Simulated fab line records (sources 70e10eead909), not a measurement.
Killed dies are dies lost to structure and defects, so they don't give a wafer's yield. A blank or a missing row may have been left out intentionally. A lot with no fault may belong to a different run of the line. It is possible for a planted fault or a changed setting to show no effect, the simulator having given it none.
Matching of chambers    flow nandHarc    4 sister chambers for NHARC_A_STAIRCASE_ETCH_253 on rieDiel-01
The step etches the open film in C4F8/O2, target depth 50 nm, time 20.2 s. 4 wafers are shown with their chamber, then 9 later ones without.

## WAFERS PAIRED WITH THEIR CHAMBERS
wafer   chamber  rfVppV (V)
L080.2  3        894
L083.5  0        889
L085.5  2        893
L085.6  1        894

## WAFERS WITH NO CHAMBER GIVEN
wafer   rfVppV (V)
L086.2  894
L086.3  888
L086.5  895
L087.2  888
L087.3  894
L087.5  895
L090.2  888
L090.3  895
L090.6  894

## THE CHAMBER EACH PASSED THROUGH
wafer   from the rows above           in truth
L086.2  can't be placed: 1 or 3 or 2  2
L086.3  0                             0
L086.5  can't be placed: 1 or 3 or 2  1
L087.2  0                             0
L087.3  can't be placed: 1 or 3 or 2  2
L087.5  can't be placed: 1 or 3 or 2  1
L090.2  0                             0
L090.3  can't be placed: 1 or 3 or 2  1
L090.6  can't be placed: 1 or 3 or 2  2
Placed correctly: 3 of 9. Unplaceable from these rows: 6, with the true chamber sitting among the candidates in 6. Placed wrongly: 0.
How it was worked out, from the rows above alone: a wafer's distance from a chamber is the root of the sum, over the readings, of the square of ((its reading less the chamber's mean) divided by the reading's scatter). The wafer belongs to the nearest chamber; if the next one is less than 2 further off, it can't be placed. The mean given for a chamber averages the wafers shown for that chamber. The scatter: with one shown wafer a chamber, the root of the mean of the squares of how far each hidden wafer lies from its nearest shown one.
